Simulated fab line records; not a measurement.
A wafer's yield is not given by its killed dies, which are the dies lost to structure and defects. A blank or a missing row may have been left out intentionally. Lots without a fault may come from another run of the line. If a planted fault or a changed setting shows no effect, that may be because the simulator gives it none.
fab line records || flow n5Finfet
[record] {"lots": 4, "wafers": 12, "lastDay": 16}
route steps=1938 shown BEOL_M0_SAQP@652 BEOL_M0_CUTY@710 BEOL_M4@1111 PASSIVATION@1936
lots with no fault: from the same line, run without faults
startH: hours from the record's first day to the start of the lot's first wafer shown || waitH: hours elapsed since this lot's preceding step || " identical to the entry in the row above || L1.1+2: several wafers, shown together as one row || - no value present, or no start provided || * or withheld: withheld || < > ~ a bound
route shown NAME@n: a module of which the file shows steps, and the number in the route of the first || usual: mean and standard deviation over wafers with no fault || same: alike in all rows || chamber/n: place in a boat || sites: each site's reading || _std_site: their standard deviation || _edge_site: inner sites' mean taken away from outer sites' mean || radiusMm: for every site, how far away it sits from the centre of the wafer || mask NAME#n: copy n || behind: the most recent tool/chamber to have shaped the wafer || hold: reason for holding the lot/hours on hold/outcome of the hold || device: whichever transistor did not switch (one of n, p or np) || end of line: the tests these same wafers got at the end of their route || step lacking rows: just its recipe || killed: count of dies lost to structure and defects at first sort (not the wafer's yield) || map: the dies of a wafer, with x for killed, . for not killed, _ for no die there
set.NAME: the setting the step ran with; set.NAME@STEP: the setting that earlier step ran with || model.NAME: the simulator's own value behind a step, which no gauge read
lots at selected steps of the route; one table per step, one row per wafer
services: a tool's chamber out of use, with start hour (startH, from the record's first day; less than 0 if before it), hours out, and reason
[[steps]]
[step N5_BEOL_M0_SAQP_DESCUM_19]
[recipe] {"chemistry": "O2", "timeS": 7.9, "sourcePowerW": 50, "biasPowerW": 20, "pressureMtorr": 20, "rfFrequencyHz": 2.712e+07, "tempC": 40, "resist": "CAR-ArF", "o2FlowSccm": 225}
[step N5_BEOL_M0_SAQP_ETCH_83]
[recipe] {"chemistry": "CF4", "target": "SiARC", "targetDepthA": 390, "maskMaterial": "CAR-ArF", "timeS": 65, "ionEnergyEv": 80, "pressureMtorr": 40, "sourceW": 545, "biasW": 36, "Ar_flow_sccm": 100, "cf4FlowSccm": 100, "ends": "cleared"}
[step N5_BEOL_M0_SAQP_ETCH_84]
[recipe] {"chemistry": "N2/H2", "target": "SOC", "targetDepthA": 1000, "overetchA": 200, "maskMaterial": "SiARC", "tempC": 40, "timeS": 150, "ionEnergyEv": 200, "pressureMtorr": 30, "sourceW": 840, "biasW": 150, "n2FlowSccm": 200, "h2FlowSccm": 200}
[step N5_BEOL_M0_SAQP_STRIP_80]
[recipe] {"chemistry": "N2/H2", "tempC": 40, "n2FlowSccm": 200, "h2FlowSccm": 200, "rfFrequencyHz": 6e+07}
[step N5_BEOL_M0_SAQP_HM_OPEN_112]
[recipe] {"chemistry": "CHF3/O2", "target": "SiO2", "stopOn": "a-Si", "targetDepthA": 120, "overEtchFrac": 1.25, "maskMaterial": "SOC", "timeS": 13.5, "pressureMtorr": 30, "sourceW": 650, "biasW": 170, "Ar_flow_sccm": 200, "CHF3_flow_sccm": 50, "O2_flow_sccm": 5, "ionEnergyEv": 200, "ends": "endPoint"}
[step N5_BEOL_M0_SAQP_STRIP_113]
[recipe] {"chemistry": "CHF3/O2", "resist": "SiARC", "rfFrequencyHz": 6e+07}
[step N5_BEOL_M0_SAQP_MANDREL_ETCH_20]
[recipe] {"targetDepthA": 600, "chemistry": "HBr/Cl2", "target": "a-Si", "stopOn": "SiNx", "btTimeS": 10, "maskMaterial": "SOC", "overEtchFrac": 0.5, "timeS": 30, "pressureMtorr": 10, "icpW": 800, "biasW": 75, "HBr_flow_sccm": 150, "Cl2_flow_sccm": 80, "ends": "endPoint"}
[step N5_BEOL_M0_SAQP_STRIP_86]
[recipe] {"chemistry": "N2/H2", "powerW": 500, "tempC": 40, "pressureMtorr": 50, "rfFrequencyHz": 6e+07, "overashFraction": 0.3, "biasPowerW": 28, "h2Frac": 0.5, "n2FlowSccm": 300, "h2FlowSccm": 300}
[step N5_BEOL_M0_SAQP_STRIP_115]
[recipe] {"chemistry": "postEtchResidueRemover", "timeS": 60, "tempC": 25, "removerPh": "withheld", "removerWaterWtPct": "withheld", "removerFluorideWtPct": "withheld"}
[step N5_BEOL_M0_SAQP_SRD_93]
[recipe] {"dry": "ipaMarangoni", "timeS": 30, "tempC": 23, "rinseLiquid": "diw"}
[step N5_BEOL_M0_SAQP_RECESS_114]
[recipe] {"chemistry": "HF/NH3", "target": "SiO2", "targetDepthA": 144, "afsCycles": 3, "tempC": 30, "sublimationTempC": 180, "sublimationTimeS": 60}
[step N5_BEOL_M0_SAQP_SPACER1_ALD_98]
[recipe] {"material": "SiO2", "targetThkA": 128, "tempC": 300, "aldPrecursorFamily": "BDEAS", "aldCoReactant": "O2-plasma", "pulseTimeS": 1, "purgeTimeS": 2, "coReactantPurgeTimeS": 2, "aldCycles": 138, "pressureTorr": 2}
[usual] {"heaterPowerW": "448/60", "precursorPulseHeightRel": "0.997/0.02"}
[same] {"purgeTimeS": 2}
{"lot.wafer": "L333.1", "tool": "aldSin-04", "chamber": 1, "startH": 139.06, "waitH": 0.3, "heaterPowerW": 424, "precursorPulseHeightRel": 1.019}
{"lot.wafer": "L333.2", "tool": "aldSin-04", "chamber": 0, "startH": 139.06, "waitH": 0.3, "heaterPowerW": 540, "precursorPulseHeightRel": 0.998}
{"lot.wafer": "L333.4", "tool": "aldSin-04", "chamber": 2, "startH": 139.06, "waitH": 0.3, "heaterPowerW": 494, "precursorPulseHeightRel": 1.001}
{"lot.wafer": "L344.1", "tool": "aldSin-04", "chamber": 3, "startH": 217.20, "waitH": 0.3, "heaterPowerW": 375, "precursorPulseHeightRel": 0.983}
{"lot.wafer": "L344.3", "tool": "aldSin-04", "chamber": 1, "startH": 217.20, "waitH": 0.3, "heaterPowerW": 437, "precursorPulseHeightRel": 0.994}
{"lot.wafer": "L344.6", "tool": "aldSin-04", "chamber": 0, "startH": 217.20, "waitH": 0.3, "heaterPowerW": 528, "precursorPulseHeightRel": 0.982}
{"lot.wafer": "L347.3", "tool": "aldSin-04", "chamber": 3, "startH": 228.50, "waitH": 1.5, "heaterPowerW": 371, "precursorPulseHeightRel": 0.980}
{"lot.wafer": "L347.4", "tool": "aldSin-04", "chamber": 0, "startH": 228.50, "waitH": 1.5, "heaterPowerW": 536, "precursorPulseHeightRel": 1.003}
{"lot.wafer": "L347.5", "tool": "aldSin-04", "chamber": 1, "startH": 228.50, "waitH": 1.5, "heaterPowerW": 441, "precursorPulseHeightRel": 1.008}
{"lot.wafer": "L349.2", "tool": "aldSin-02", "chamber": 1, "startH": 242.83, "waitH": 0.3, "heaterPowerW": 383, "precursorPulseHeightRel": 0.991}
{"lot.wafer": "L349.5", "tool": "aldSin-02", "chamber": 2, "startH": 242.83, "waitH": 0.3, "heaterPowerW": 472, "precursorPulseHeightRel": 1.011}
{"lot.wafer": "L349.6", "tool": "aldSin-02", "chamber": 1, "startH": 242.83, "waitH": 0.3, "heaterPowerW": 395, "precursorPulseHeightRel": 1.019}
[step N5_BEOL_M0_SAQP_SPACER1_ETCHBACK_99]
[recipe] {"chemistry": "CHF3/O2", "mode": "anisotropicEtchback", "target": "SiO2", "targetDepthA": 154, "timeS": 7.7, "pressureMtorr": 30, "sourceW": 650, "biasW": 170, "Ar_flow_sccm": 200, "CHF3_flow_sccm": 50, "O2_flow_sccm": 5, "ionEnergyEv": 200}
[step N5_BEOL_M0_SAQP_MANDREL1_REMOVE_100]
[recipe] {"chemistry": "HBr/Cl2/O2", "btTimeS": 10, "target": "a-Si", "stopOn": "SiNx", "endpoint": "OES-SiCl", "overEtchFrac": 0.85, "icpW": 600, "biasW": 30, "HBr_flow_sccm": 150, "Cl2_flow_sccm": 80, "O2_flow_sccm": 5, "pressureMtorr": 10}
[step N5_BEOL_M0_SAQP_ETCH_101]
[recipe] {"chemistry": "CH3F/O2", "target": "SiNx", "maskMaterial": "SiO2", "targetDepthA": 299, "timeS": 42.7, "pressureMtorr": 30, "sourceW": 395, "biasW": 73, "Ar_flow_sccm": 150, "CH3F_flow_sccm": 30, "O2_flow_sccm": 20, "ionEnergyEv": 120}
[step N5_BEOL_M0_SAQP_ETCH_102]
[recipe] {"chemistry": "CF4", "target": "SiO2", "targetDepthA": 40, "ionEnergyEv": 350, "timeS": 4.4, "pressureMtorr": 10, "icpW": 800, "biasW": 400, "cf4FlowSccm": 80}
[step N5_BEOL_M0_SAQP_MANDREL_ETCH_103]
[recipe] {"chemistry": "HBr/Cl2", "target": "a-Si", "targetDepthA": 450, "btTimeS": 10, "stopOn": "SiCN", "maskMaterial": "SiO2", "overEtchFrac": 0.8, "timeS": 27, "pressureMtorr": 10, "icpW": 800, "biasW": 75, "HBr_flow_sccm": 150, "Cl2_flow_sccm": 80, "ends": "endPoint"}
[step N5_BEOL_M0_SAQP_RECESS_104]
[recipe] {"chemistry": "HF/NH3", "target": "SiO2", "targetDepthA": 180, "afsCycles": 3, "tempC": 30, "sublimationTempC": 180, "sublimationTimeS": 60}
[step N5_BEOL_M0_SAQP_COAT_105]
[recipe] {"resist": "SOC", "tempC": 250, "timeS": 60, "spinRpm": 1500, "resistThkNm": 100}
[step N5_BEOL_M0_SAQP_ETCH_106]
[recipe] {"chemistry": "N2/H2", "target": "SOC", "targetDepthA": 1500, "stopOn": "SiNx", "ionEnergyEv": 100, "biasW": 61, "pressureMtorr": 30, "sourceW": 850, "n2FlowSccm": 200, "h2FlowSccm": 200}
[step N5_BEOL_M0_SAQP_ETCH_107]
[recipe] {"chemistry": "CH3F/O2", "target": "SiNx", "targetDepthA": 300, "maskMaterial": "SOC", "pressureMtorr": 30, "sourceW": 395, "biasW": 73, "Ar_flow_sccm": 150, "CH3F_flow_sccm": 30, "O2_flow_sccm": 20, "ionEnergyEv": 120}
[step N5_BEOL_M0_SAQP_STRIP_108]
[recipe] {"chemistry": "N2/H2", "powerW": 500, "tempC": 40, "pressureMtorr": 50, "rfFrequencyHz": 6e+07, "overashFraction": 0.3, "biasPowerW": 28, "h2Frac": 0.5, "n2FlowSccm": 300, "h2FlowSccm": 300}
[step N5_BEOL_M0_SAQP_RECESS_109]
[recipe] {"chemistry": "HF/NH3", "target": "SiO2", "targetDepthA": 30, "afsCycles": 1, "tempC": 30, "sublimationTempC": 180, "sublimationTimeS": 60}
[step N5_BEOL_M0_SAQP_SPACER2_ALD_26]
[recipe] {"material": "SiO2", "targetThkA": 150, "tempC": 300, "aldPrecursorFamily": "BDEAS", "aldCoReactant": "O2-plasma", "pulseTimeS": 1, "purgeTimeS": 2, "coReactantPurgeTimeS": 2, "pressureTorr": 2}
[step N5_BEOL_M0_SAQP_SPACER2_ETCHBACK_27]
[recipe] {"chemistry": "CHF3/O2", "mode": "anisotropicEtchback", "target": "SiO2", "targetDepthA": 225, "timeS": 11.25, "pressureMtorr": 30, "sourceW": 650, "biasW": 170, "Ar_flow_sccm": 200, "CHF3_flow_sccm": 50, "O2_flow_sccm": 5, "ionEnergyEv": 200}
[step N5_BEOL_M0_SAQP_MANDREL2_REMOVE_110]
[recipe] {"chemistry": "HBr/Cl2/O2", "btTimeS": 10, "target": "a-Si", "stopOn": "SiCN", "endpoint": "OES-SiCl", "overEtchFrac": 1, "icpW": 600, "biasW": 30, "HBr_flow_sccm": 150, "Cl2_flow_sccm": 80, "O2_flow_sccm": 5, "pressureMtorr": 10}
[step N5_BEOL_M0_SAQP_COAT_69]
[recipe] {"resist": "SOC", "tempC": 250, "timeS": 60, "spinRpm": 1500, "resistThkNm": 90}
[step N5_BEOL_M0_SAQP_COAT_72]
[recipe] {"resist": "SiARC", "tempC": 220, "timeS": 60, "spinRpm": 1500, "resistThkNm": 15}
[step N5_BEOL_M0_SAQP_COAT_87]
[recipe] {"resist": "underlayer", "tempC": 205, "timeS": 60, "spinRpm": 1500, "resistThkNm": 5}
[step N5_BEOL_M0_SAQP_COAT_34]
[recipe] {"resist": "CAR-EUV", "spinRpm": 1500, "resistThkNm": 30}
[step N5_BEOL_M0_SAQP_EBR_36]
[recipe] {"solvent": "PGMEA", "ebrWidthMm": 1.5}
[step N5_BEOL_M0_SAQP_SOFTBAKE_35]
[recipe] {"tempC": 110, "timeS": 60, "resist": "CAR-EUV"}
[step N5_BEOL_M0_SAQP_EXPOSE_37]
[recipe] {"maskId": "M0_CUT1", "na": 0.33, "sourceShape": "annular", "sigmaInner": 0.35, "sigmaOuter": 0.8, "polarization": "unpolarized", "targetCdNm": 30, "doseMj": 44.75}
[step N5_BEOL_M0_SAQP_PEB_38]
[recipe] {"pebTempC": 100, "pebTimeS": 60, "resist": "CAR-EUV"}
[step N5_BEOL_M0_SAQP_DEVELOP_39]
[recipe] {"developTimeS": 30, "developer": "TMAH", "resist": "CAR-EUV", "rinseLiquid": "surfactantRinse", "dry": "airSpin", "devTempC": 23}
[step N5_BEOL_M0_SAQP_INSPECT_42]
[recipe] {"mode": "adi", "inspectInstrument": "brightfield"}
[usual] {"rawDefectCount": "295/73"}
{"lot.wafer": "L333.1", "tool": "defectInspect-02", "chamber": "-", "startH": 142.03, "waitH": 0.1, "rawDefectCount": 408}
{"lot.wafer": "L333.2", "tool": "defectInspect-02", "chamber": "-", "startH": 142.03, "waitH": 0.1, "rawDefectCount": 392}
{"lot.wafer": "L333.4", "tool": "defectInspect-02", "chamber": "-", "startH": 142.03, "waitH": 0.1, "rawDefectCount": 408}
{"lot.wafer": "L344.1", "tool": "defectInspect-02", "chamber": "-", "startH": 220.49, "waitH": 0.1, "rawDefectCount": 273}
{"lot.wafer": "L344.3", "tool": "defectInspect-02", "chamber": "-", "startH": 220.49, "waitH": 0.1, "rawDefectCount": 388}
{"lot.wafer": "L344.6", "tool": "defectInspect-02", "chamber": "-", "startH": 220.49, "waitH": 0.1, "rawDefectCount": 561}
{"lot.wafer": "L347.3", "tool": "defectInspect-01", "chamber": "-", "startH": 232.74, "waitH": 0.0, "rawDefectCount": 402}
{"lot.wafer": "L347.4", "tool": "defectInspect-01", "chamber": "-", "startH": 232.74, "waitH": 0.0, "rawDefectCount": 593}
{"lot.wafer": "L347.5", "tool": "defectInspect-01", "chamber": "-", "startH": 232.74, "waitH": 0.0, "rawDefectCount": 315}
{"lot.wafer": "L349.2", "tool": "defectInspect-02", "chamber": "-", "startH": 246.23, "waitH": 0.0, "rawDefectCount": 269}
{"lot.wafer": "L349.5", "tool": "defectInspect-02", "chamber": "-", "startH": 246.23, "waitH": 0.0, "rawDefectCount": 226}
{"lot.wafer": "L349.6", "tool": "defectInspect-02", "chamber": "-", "startH": 246.23, "waitH": 0.0, "rawDefectCount": 344}
[step N5_BEOL_M0_SAQP_DESCUM_45]
[recipe] {"chemistry": "O2", "timeS": 7, "sourcePowerW": 50, "biasPowerW": 20, "pressureMtorr": 20, "rfFrequencyHz": 2.712e+07, "tempC": 40, "resist": "CAR-EUV", "o2FlowSccm": 225}
[step N5_BEOL_M0_CUTY_INSPECT_59]
[recipe] {"mode": "adi", "inspectInstrument": "macro"}
[usual] {"rawDefectCount": "2.0/1.3"}
{"lot.wafer": "L333.1", "tool": "defectInspect-01", "chamber": "-", "startH": 143.49, "waitH": 0.0, "rawDefectCount": 1}
{"lot.wafer": "L333.2", "tool": "defectInspect-01", "chamber": "-", "startH": 143.49, "waitH": 0.0, "rawDefectCount": 3}
{"lot.wafer": "L333.4", "tool": "defectInspect-01", "chamber": "-", "startH": 143.49, "waitH": 0.0, "rawDefectCount": 2}
{"lot.wafer": "L344.1", "tool": "defectInspect-01", "chamber": "-", "startH": 222.48, "waitH": 0.0, "rawDefectCount": 1}
{"lot.wafer": "L344.3", "tool": "defectInspect-01", "chamber": "-", "startH": 222.48, "waitH": 0.0, "rawDefectCount": 0}
{"lot.wafer": "L344.6", "tool": "defectInspect-01", "chamber": "-", "startH": 222.48, "waitH": 0.0, "rawDefectCount": 285}
{"lot.wafer": "L347.3", "tool": "defectInspect-02", "chamber": "-", "startH": 234.86, "waitH": 0.0, "rawDefectCount": 0}
{"lot.wafer": "L347.4", "tool": "defectInspect-02", "chamber": "-", "startH": 234.86, "waitH": 0.0, "rawDefectCount": 247}
{"lot.wafer": "L347.5", "tool": "defectInspect-02", "chamber": "-", "startH": 234.86, "waitH": 0.0, "rawDefectCount": 3}
{"lot.wafer": "L349.2", "tool": "defectInspect-01", "chamber": "-", "startH": 247.99, "waitH": 0.0, "rawDefectCount": 1}
{"lot.wafer": "L349.5", "tool": "defectInspect-01", "chamber": "-", "startH": 247.99, "waitH": 0.0, "rawDefectCount": 2}
{"lot.wafer": "L349.6", "tool": "defectInspect-01", "chamber": "-", "startH": 247.99, "waitH": 0.0, "rawDefectCount": 2}
[step N5_BEOL_M4_RC_MEAS_101]
[usual] {"DIBL_N": "36.5/1.4", "DIBL_P": "36.6/1.9", "IOFF_N": "0.167/0.029", "IOFF_P": "0.21/0.033", "ION_N": "674/12", "ION_P": "460/8.9", "SS_N": "71.6/0.57", "SS_P": "73.4/0.61", "VT_N": "249/3.3", "VT_P": "-250/3.3"}
{"lot.wafer": "L333.1", "tool": "prober-01", "chamber": 0, "startH": 195.80, "waitH": 0.0, "DIBL_N[mV/V]": 33.3, "DIBL_P[mV/V]": 32.2, "IOFF_N[nA/um]": 0.110, "IOFF_P[nA/um]": 0.16, "ION_N[uA/um]": 649, "ION_P[uA/um]": 460, "SS_N[mV/dec]": 69.8, "SS_P[mV/dec]": 72.3, "VT_N[mV]": 254, "VT_P[mV]": -251}
{"lot.wafer": "L333.2", "tool": "prober-01", "chamber": 0, "startH": 195.80, "waitH": 0.0, "DIBL_N[mV/V]": 35.8, "DIBL_P[mV/V]": 34.8, "IOFF_N[nA/um]": 0.144, "IOFF_P[nA/um]": 0.21, "ION_N[uA/um]": 661, "ION_P[uA/um]": 459, "SS_N[mV/dec]": 71.8, "SS_P[mV/dec]": 73.1, "VT_N[mV]": 253, "VT_P[mV]": -249}
{"lot.wafer": "L333.4", "tool": "prober-01", "chamber": 0, "startH": 195.80, "waitH": 0.0, "DIBL_N[mV/V]": 37.9, "DIBL_P[mV/V]": 37.2, "IOFF_N[nA/um]": 0.194, "IOFF_P[nA/um]": 0.23, "ION_N[uA/um]": 666, "ION_P[uA/um]": 456, "SS_N[mV/dec]": 71.6, "SS_P[mV/dec]": 73.8, "VT_N[mV]": 245, "VT_P[mV]": -248}
{"lot.wafer": "L344.1", "tool": "prober-01", "chamber": 0, "startH": 268.40, "waitH": 0.0, "DIBL_N[mV/V]": 37.2, "DIBL_P[mV/V]": 36.0, "IOFF_N[nA/um]": 0.143, "IOFF_P[nA/um]": 0.17, "ION_N[uA/um]": 645, "ION_P[uA/um]": 444, "SS_N[mV/dec]": 71.6, "SS_P[mV/dec]": 73.7, "VT_N[mV]": 252, "VT_P[mV]": -257}
{"lot.wafer": "L344.3", "tool": "prober-01", "chamber": 0, "startH": 268.40, "waitH": 0.0, "DIBL_N[mV/V]": 38.2, "DIBL_P[mV/V]": 37.0, "IOFF_N[nA/um]": 0.149, "IOFF_P[nA/um]": 0.17, "ION_N[uA/um]": 659, "ION_P[uA/um]": 447, "SS_N[mV/dec]": 71.8, "SS_P[mV/dec]": 72.9, "VT_N[mV]": 252, "VT_P[mV]": -257}
{"lot.wafer": "L344.6", "tool": "prober-01", "chamber": 0, "startH": 268.40, "waitH": 0.0, "DIBL_N[mV/V]": 38.0, "DIBL_P[mV/V]": 36.6, "IOFF_N[nA/um]": 0.152, "IOFF_P[nA/um]": 0.17, "ION_N[uA/um]": 665, "ION_P[uA/um]": 445, "SS_N[mV/dec]": 71.4, "SS_P[mV/dec]": 72.8, "VT_N[mV]": 250, "VT_P[mV]": -256}
{"lot.wafer": "L347.3", "tool": "prober-02", "chamber": 0, "startH": 287.07, "waitH": 0.3, "DIBL_N[mV/V]": 38.7, "DIBL_P[mV/V]": 38.4, "IOFF_N[nA/um]": 0.205, "IOFF_P[nA/um]": 0.22, "ION_N[uA/um]": 686, "ION_P[uA/um]": 457, "SS_N[mV/dec]": 71.3, "SS_P[mV/dec]": 74.2, "VT_N[mV]": 245, "VT_P[mV]": -250}
{"lot.wafer": "L347.4", "tool": "prober-02", "chamber": 0, "startH": 287.07, "waitH": 0.3, "DIBL_N[mV/V]": 37.2, "DIBL_P[mV/V]": 38.2, "IOFF_N[nA/um]": 0.190, "IOFF_P[nA/um]": 0.21, "ION_N[uA/um]": 698, "ION_P[uA/um]": 470, "SS_N[mV/dec]": 71.8, "SS_P[mV/dec]": 73.4, "VT_N[mV]": 246, "VT_P[mV]": -251}
{"lot.wafer": "L347.5", "tool": "prober-02", "chamber": 0, "startH": 287.07, "waitH": 0.3, "DIBL_N[mV/V]": 38.9, "DIBL_P[mV/V]": 39.4, "IOFF_N[nA/um]": 0.218, "IOFF_P[nA/um]": 0.24, "ION_N[uA/um]": 693, "ION_P[uA/um]": 463, "SS_N[mV/dec]": 72.1, "SS_P[mV/dec]": 75.1, "VT_N[mV]": 245, "VT_P[mV]": -250}
{"lot.wafer": "L349.2", "tool": "prober-02", "chamber": 0, "startH": 295.33, "waitH": 0.2, "DIBL_N[mV/V]": 36.9, "DIBL_P[mV/V]": 38.4, "IOFF_N[nA/um]": 0.195, "IOFF_P[nA/um]": 0.26, "ION_N[uA/um]": 682, "ION_P[uA/um]": 473, "SS_N[mV/dec]": 71.7, "SS_P[mV/dec]": 73.6, "VT_N[mV]": 243, "VT_P[mV]": -246}
{"lot.wafer": "L349.5", "tool": "prober-02", "chamber": 0, "startH": 295.33, "waitH": 0.2, "DIBL_N[mV/V]": 34.3, "DIBL_P[mV/V]": 34.8, "IOFF_N[nA/um]": 0.140, "IOFF_P[nA/um]": 0.20, "ION_N[uA/um]": 667, "ION_P[uA/um]": 461, "SS_N[mV/dec]": 70.7, "SS_P[mV/dec]": 73.1, "VT_N[mV]": 251, "VT_P[mV]": -251}
{"lot.wafer": "L349.6", "tool": "prober-02", "chamber": 0, "startH": 295.33, "waitH": 0.2, "DIBL_N[mV/V]": 37.8, "DIBL_P[mV/V]": 39.7, "IOFF_N[nA/um]": 0.221, "IOFF_P[nA/um]": 0.30, "ION_N[uA/um]": 698, "ION_P[uA/um]": 475, "SS_N[mV/dec]": 71.8, "SS_P[mV/dec]": 74.1, "VT_N[mV]": 243, "VT_P[mV]": -245}
[step N5_PASSIVATION_PROBE_49]
[usual] {"defectLimitedYield": "91.2/1.6", "killed_at_M0_to_M3": "34/11", "killed_at_M4_up": "14/5.7", "killedAtContacts": "14/6.6", "killedAtFrontEnd": "37/10", "killedAtOther": "4/3.2", "killedDies": "104/19", "killedOpen": "69/13", "killedShort": "33/8.7", "sort_bin_5_function": "5.1/1", "sort_bin_6_memory": "3.3/0.76", "sortNPass": "1076/19", "sortYieldPct": "91.2/1.6"}
[same] {"grossDies": 1180, "killedAtBackSide": 0, "sort_bin_4_leakage[%]": 0, "sort_bin_8_speed[%]": 0}
{"lot.wafer": "L344.6", "tool": "prober-02", "chamber": "-", "startH": 374.18, "waitH": 0.3, "defectLimitedYield[%]": 83.6, "killed_at_M0_to_M3": 131, "killed_at_M4_up": 13, "killedAtContacts": 12, "killedAtFrontEnd": 38, "killedAtOther": 0, "killedDies": 194, "killedOpen": 69, "killedShort": 24, "sort_bin_5_function[%]": 10.3, "sort_bin_6_memory[%]": 4.7, "sortNPass": 986, "sortYieldPct[%]": 83.6}
{"lot.wafer": "L347.4", "tool": "prober-01", "chamber": "-", "startH": 390.16, "waitH": 0.2, "defectLimitedYield[%]": 81.4, "killed_at_M0_to_M3": 141, "killed_at_M4_up": 15, "killedAtContacts": 30, "killedAtFrontEnd": 32, "killedAtOther": 2, "killedDies": 220, "killedOpen": 82, "killedShort": 33, "sort_bin_5_function[%]": 11.5, "sort_bin_6_memory[%]": 5.8, "sortNPass": 960, "sortYieldPct[%]": 81.4}
// killed by level:class
L344.6 BEOL_M0_SAQP:unspecified=100 FIN_SAQP:geometricParticle:open=12 STI_FIN_REVEAL:geometricParticle:open=10 MOL_CONTACT_COAG:geometricParticle:open=9 BEOL_M2:geometricParticle:open=7 BEOL_M0_SAQP:geometricParticle:open=5 BEOL_M0_SAQP:geometricParticle:short=5 BEOL_M0:geometricParticle:open=5
L347.4 BEOL_M0_SAQP:unspecified=104 MOL_CONTACT_COAG:geometricParticle:open=22 STI_FIN_REVEAL:geometricParticle:open=12 BEOL_M3:geometricParticle:open=10 MOL_CONTACT_COAG:geometricParticle:short=8 BEOL_M0_SAQP:geometricParticle:open=6 BEOL_M0_SAQP:geometricParticle:short=5 BEOL_M0:geometricParticle:open=5
// map L344.6 (x killed, . not)
_________________.........x..________________
______________.................x_____________
___________...............x.......x__________
__________............x............._________
________.......................x....x._______
_______...............................x______
______......................x.x........._____
_____.....x..................x...........____
____..x..............x........xx..........___
___....................x............x..x...__
___..x.............x......x.xx........x....__
__.............x.x.........x.x.............._
__x.....................xx...x.............._
_......x.............xx.x.xx..x.....x........
_x.........x....x...x.xxx.xxxx...........x...
_x....x.............xxxxxxxxxx.........x.....
_.....x.........x.x.xxxxxxxxxx.....x........x
_.x...............xx.xxxxxxxxxx.x.x..........
_............x....xxx.xxxxxxxxxx.............
_...................xxxxxxxxxxx.....x........
_.......x.......xxx.xxxxxxxxxxx..............
__...x...x........x.x.xxxxxx.x.......x......_
__.......x........x..x..xxxx..x............._
___..x..x.......x..x..xx.x.xx...........x..__
___.........x...........x...x...xx....x.x..__
____.......................x..............___
_____..............x............x........____
______x..x.......x.x...................._____
_______...................x............______
________.........x..x.............x..._______
__________................x........._________
___________.....x.xxxx.............__________
______________...x.x............_____________
_________________.x..........________________
// map L347.4 (x killed, . not)
_________________............________________
______________.x..x............._____________
___________x...x....x..............__________
__________...........x.x............_________
________.x............................_______
_______.....x..x..x.....x..............______
______....x....x.......x.....x.x........_____
_____......x...x...x.....................____
____....x.x.......x...........x...........___
___.........x.....x................xx.x....__
___............x..x........................__
__...x..x.x......x.......x......x.........x._
__........x............x...x.........x....x._
_........x..x....x....xx...x...x........xx...
_...x...............xxxxxxxxxx.x...x.........
_................xxxxx.xxxxx.xx..x......x....
_.............x..xxx.xxxxxxxxxx..........x...
_.....x........x...xxxxxxxxxxx...x...x.......
_x........x.....x.xxxxxxxxxx.x..x............
_......x........xxxx.xxxxxxxxxxx..........x..
_..x.x.x..x.......xx.xxxxxxxx..x..x..........
__..........x.....x...xxxxxx.......x........_
__.................xxxx.xxx.xxx..........x.._
___.................xxxx.x.xx.........x.x..__
___.x........x.x.....x......x...xx......x..__
____.....x.........................x.....x___
_____.....x..x.x........x.x.........x.x..____
______............x....................x_____
_______....x..................x......x.______
________...x.........xx..............._______
__________.x.....x.......x......xx.._________
___________.......x...x......x.....__________
______________.................._____________
_________________............________________
[[services]]
{"tool": "aldSin-04", "chamber": 1, "startH": 126.36, "hours": 4.3, "kind": "repair"}
{"tool": "aldSin-04", "chamber": "-", "startH": 206.12, "hours": 6.1, "kind": "pm"}
[[key]]
[firstSign] {"step": "N5_BEOL_M0_SAQP_INSPECT_42", "reading": "rawDefectCount", "direction": "up", "sigmas": 3.9, "usual": 295, "struck": 577}
[effect] {"step": "N5_BEOL_M0_CUTY_INSPECT_59", "reading": "rawDefectCount", "direction": "up", "sigmas": "99+", "usual": 2.0, "struck": 266}
[effect] {"step": "N5_PASSIVATION_PROBE_49", "reading": "killed_at_M0_to_M3", "direction": "up", "sigmas": 9.4, "usual": 34, "struck": 136}
[moreKillsBornAt] {"N5_BEOL_M0_SAQP_SPACER1_ALD_98@aldSin-04": 204}
metAt N5_BEOL_M0_SAQP_SPACER1_ALD_98
struckWafers L344.6,L347.4
onsetBetween 139.06 217.20
[fault] {"kind": "chamberParticleSource", "tool": "aldSin-04", "chamber": 0, "onsetH": 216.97, "steps": "N5_BEOL_M0_SAQP_SPACER1_ALD_98", "ratePerVisitCm2": 0.42639, "endH": 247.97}
